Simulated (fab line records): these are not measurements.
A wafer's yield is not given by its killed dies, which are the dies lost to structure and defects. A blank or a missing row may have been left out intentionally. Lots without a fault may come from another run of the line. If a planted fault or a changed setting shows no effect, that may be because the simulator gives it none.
The tool behind it: which one? + flow nand harc + 39 wafers from 13 lots sampled at 4 of the route's 1159 steps

WHAT THE GAUGES READ, wafer by wafer
NHARC_END_SORT_01. Usual: killed at array 26, standard deviation 9.9; killed at other 0.8, standard deviation 1; killed at periphery 2.8, standard deviation 2.2; killed dies 29, standard deviation 9.9; killed open 3.2, standard deviation 1.8; killed short 2.1, standard deviation 1.4.
| lot  | measured     | on        | killed at array | killed at other | killed at periphery | killed dies | killed open | killed short | flag |
|------|--------------|-----------|-----------------|-----------------|---------------------|-------------|-------------|--------------|------|
| L429 | day 21 09:30 | prober-02 | 16 12 15        | 0 0 1           | 4 1 3               | 20 13 19    | 5 4 6       | 0 1 4        |      |
| L439 | day 22 22:02 | prober-02 | 258 348 344     | 1 0 0           | 7 7 2               | 266 355 346 | 2 6 3       | 2 0 2        | OFF  |

WHICH TOOL RAN EACH LOT (tool, then ch and the chambers of the sampled wafers, then the start)
| lot  | NHARC_A_WL_FILL_CVD_03        | NHARC_THIN_TSV_DESCUM_14           | NHARC_THIN_TSV_ETCH_59            |
|------|-------------------------------|------------------------------------|-----------------------------------|
| L424 | cvd w-01 ch 0,1, day 14 19:47 | rie diel-10 ch 0,2, day 18 17:19   | rie metal-02 ch 0,1, day 18 23:50 |
| L425 | cvd w-01 ch 0,1, day 15 18:08 | rie diel-11 ch 0,1, day 19 07:29   | rie metal-02 ch 0,1, day 19 17:11 |
| L429 | cvd w-01 ch 0,1, day 16 05:48 | rie diel-10 ch 1,2, day 20 07:49   | rie metal-02 ch 0,1, day 20 13:52 |
| L430 | cvd w-01 ch 0,1, day 16 08:09 | rie diel-11 ch 0,3, day 20 08:55   | rie metal-01 ch 0,1, day 20 15:04 |
| L433 | cvd w-01 ch 0,1, day 16 23:05 | rie diel-10 ch 2,3, day 20 20:42   | rie metal-02 ch 0,1, day 21 02:53 |
| L434 | cvd w-01 ch 0,1, day 17 18:20 | rie diel-05 ch 1,2, day 21 10:56   | rie metal-02 ch 0,1, day 21 17:07 |
| L437 | cvd w-02 ch 1, day 18 09:52   | rie diel-10 ch 0,3, day 21 23:26   | rie metal-02 ch 1, day 22 05:46   |
| L440 | cvd w-02 ch 0,1, day 18 12:41 | rie diel-05 ch 0,3, day 22 04:57   | rie metal-03 ch 0, day 22 11:05   |
| L439 | cvd w-01 ch 0,1, day 18 13:28 | rie diel-10 ch 1,2,3, day 22 06:07 | rie metal-03 ch 0,1, day 22 12:07 |
| L443 | cvd w-02 ch 0,1, day 19 05:02 | rie diel-11 ch 1,3, day 23 06:31   | rie metal-01 ch 1, day 23 12:42   |
| L442 | cvd w-02 ch 0,1, day 19 08:20 | rie diel-11 ch 0,2, day 22 23:13   | rie metal-02 ch 1, day 23 05:23   |
| L447 | cvd w-02 ch 0,1, day 20 00:05 | rie diel-05 ch 0,1,2, day 23 15:53 | rie metal-01 ch 0,1, day 23 22:50 |
| L444 | cvd w-02 ch 0,1, day 20 08:37 | rie diel-05 ch 1,2,3, day 24 00:13 | rie metal-03 ch 0,1, day 24 06:25 |
- NHARC_A_WL_FILL_CVD_03: deposits W, target thk 40 nm, time 3302 s.
- NHARC_THIN_TSV_DESCUM_14: chemistry O2, time 3 s.
- NHARC_THIN_TSV_ETCH_59: etches the open film in Cl2/BCl3, target depth 880 nm, time 138.1 s.

WHAT THE TOOLS THEMSELVES READ (means of the sampled wafers that have a number; where no wafer has one, the mark that the record gives instead)
NHARC_A_WL_FILL_CVD_03. Usual: heater power w 457 W, standard deviation 14; mfc ar sccm 1559 sccm, standard deviation 4.6; throttle valve pct 7.90 %, standard deviation 0.27.
| lot  | tool     | heater power w (W) | mfc ar sccm (sccm) | throttle valve pct (%) | flag |
|------|----------|--------------------|--------------------|------------------------|------|
| L424 | cvd w-01 | 460                | 1559               | 8.04                   |      |
| L425 | cvd w-01 | 458                | 1561               | 8.01                   |      |
| L429 | cvd w-01 | 462                | 1559               | 8.10                   |      |
| L430 | cvd w-01 | 467                | 1563               | 7.94                   |      |
| L433 | cvd w-01 | 466                | 1565               | 8.19                   |      |
| L434 | cvd w-01 | 466                | 1558               | 8.16                   |      |
| L437 | cvd w-02 | 446                | 1565               | 7.94                   |      |
| L440 | cvd w-02 | 457                | 1562               | 7.69                   |      |
| L439 | cvd w-01 | 471                | 1557               | 7.97                   |      |
| L443 | cvd w-02 | 451                | 1552               | 7.77                   |      |
| L442 | cvd w-02 | 458                | 1558               | 7.80                   |      |
| L447 | cvd w-02 | 453                | 1560               | 7.75                   |      |
| L444 | cvd w-02 | 451                | 1555               | 7.61                   |      |

NHARC_THIN_TSV_DESCUM_14. Usual: for chamber pressure mTorr, 60.00 mTorr with a standard deviation of 0.059; for drypump motor current A, 5.6 A with a standard deviation of 0.54; for mfc ar sccm, 0.009 sccm with a standard deviation of 0.011; for oes product au, 1.001 a.u. with a standard deviation of 0.0075; for rf vpp V, 58.0 V with a standard deviation of 0.88; for showerhead plenum p Torr, 1.92 Torr with a standard deviation of 0.072; for throttle valve pct, 11.312 % with a standard deviation of 0.0089.
| lot  | tool        | chamber pressure mTorr (mTorr) | drypump motor current A (A) | mfc ar sccm (sccm) | oes product au (a.u.) | rf vpp V (V) | showerhead plenum p Torr (Torr) | throttle valve pct (%) | flag |
|------|-------------|--------------------------------|-----------------------------|--------------------|-----------------------|--------------|---------------------------------|------------------------|------|
| L424 | rie diel-10 | 59.99                          | 5.3                         | 0.010              | 0.995                 | 57.4         | 1.94                            | 11.308                 |      |
| L425 | rie diel-11 | 59.98                          | 6.1                         | 0.000              | 1.008                 | 58.1         | 1.98                            | 11.305                 |      |
| L429 | rie diel-10 | 60.03                          | 5.5                         | 0.010              | 1.000                 | 58.6         | 1.95                            | 11.313                 |      |
| L430 | rie diel-11 | 60.00                          | 6.6                         | 0.006              | 1.017                 | 57.7         | 1.93                            | 11.304                 |      |
| L433 | rie diel-10 | 60.01                          | 5.5                         | 0.008              | 1.002                 | 57.9         | 2.00                            | 11.306                 |      |
| L434 | rie diel-05 | 59.93                          | 6.1                         | 0.014              | 0.990                 | 57.7         | 1.93                            | 11.316                 |      |
| L437 | rie diel-10 | 59.94                          | 5.4                         | 0.002              | 0.998                 | 57.5         | 1.95                            | 11.301                 |      |
| L440 | rie diel-05 | 60.06                          | 5.3                         | 0.006              | 0.996                 | 57.3         | 1.85                            | 11.308                 |      |
| L439 | rie diel-10 | 59.99                          | 5.5                         | 0.009              | 0.999                 | 57.8         | 1.97                            | 11.314                 |      |
| L443 | rie diel-11 | 59.99                          | 6.0                         | 0.006              | 1.007                 | 57.9         | 1.97                            | 11.316                 |      |
| L442 | rie diel-11 | 59.95                          | 5.7                         | 0.000              | 1.003                 | 59.1         | 1.87                            | 11.307                 |      |
| L447 | rie diel-05 | 59.98                          | 5.5                         | 0.012              | 1.002                 | 59.0         | 1.87                            | 11.313                 |      |
| L444 | rie diel-05 | 59.97                          | 5.9                         | 0.018              | 0.999                 | 58.2         | 1.91                            | 11.314                 |      |

NHARC_THIN_TSV_ETCH_59. Usual: chamber pressure mTorr 10.000 mTorr, standard deviation 0.0092; drypump motor current A 6.2 A, standard deviation 0.34; oes product au 0.998 a.u., standard deviation 0.0077; throttle valve pct 22.264 %, standard deviation 0.0084.
| lot  | tool         | chamber pressure mTorr (mTorr) | drypump motor current A (A) | oes product au (a.u.) | throttle valve pct (%) | flag |
|------|--------------|--------------------------------|-----------------------------|-----------------------|------------------------|------|
| L424 | rie metal-02 | 9.994                          | 6.6                         | 0.995                 | 22.260                 |      |
| L425 | rie metal-02 | 9.995                          | 6.6                         | 1.000                 | 22.268                 |      |
| L429 | rie metal-02 | 10.002                         | 6.6                         | 1.002                 | 22.260                 |      |
| L430 | rie metal-01 | 9.999                          | 5.8                         | 0.998                 | 22.264                 |      |
| L433 | rie metal-02 | 10.005                         | 6.6                         | 1.002                 | 22.264                 |      |
| L434 | rie metal-02 | 10.000                         | 6.5                         | 1.001                 | 22.262                 |      |
| L437 | rie metal-02 | 9.996                          | 6.5                         | 0.998                 | 22.264                 |      |
| L440 | rie metal-03 | 9.995                          | 6.0                         | 0.998                 | 22.267                 |      |
| L439 | rie metal-03 | 9.992                          | 6.1                         | 1.000                 | 22.267                 |      |
| L443 | rie metal-01 | 9.999                          | 6.0                         | 0.991                 | 22.259                 |      |
| L442 | rie metal-02 | 10.000                         | 6.4                         | 0.997                 | 22.273                 |      |
| L447 | rie metal-01 | 9.996                          | 5.8                         | 0.988                 | 22.258                 |      |
| L444 | rie metal-03 | 9.993                          | 6.0                         | 1.001                 | 22.259                 |      |

THE ANSWER, worked out from the rows above alone
Rule: a lot counts as off when the mean over its wafers that have a number is more than 3 standard deviations away from the usual mean. Also off: a lot with no number at a reading for which 4 or more lots have one. All remaining lots with rows at the step are treated as sound. First the gauges in route order, then the tools' own readings, where a lot's mean is used as printed above. At the first step where some lot is off, the reading lying furthest off is the one used; lots without a number count as furthest.
Off: L439, at NHARC_END_SORT_01 (killed dies). Neither off nor sound, because the step has no rows for them: L424, L425, L430, L433, L434, L437, L440, L443, L442, L447, L444.
A tool fits if, at a process step before that reading, it ran every lot that is off, and no sound lot after the first of them. Those tools and the gauges at NHARC_END_SORT_01 are tried in the same way. Can't be told from this: 4 tools fit, cvd w-01 at NHARC_A_WL_FILL_CVD_03, rie diel-10 at NHARC_THIN_TSV_DESCUM_14, rie metal-03 at NHARC_THIN_TSV_ETCH_59, prober-02 at NHARC_END_SORT_01.

WHAT THE SIMULATOR PUT IN
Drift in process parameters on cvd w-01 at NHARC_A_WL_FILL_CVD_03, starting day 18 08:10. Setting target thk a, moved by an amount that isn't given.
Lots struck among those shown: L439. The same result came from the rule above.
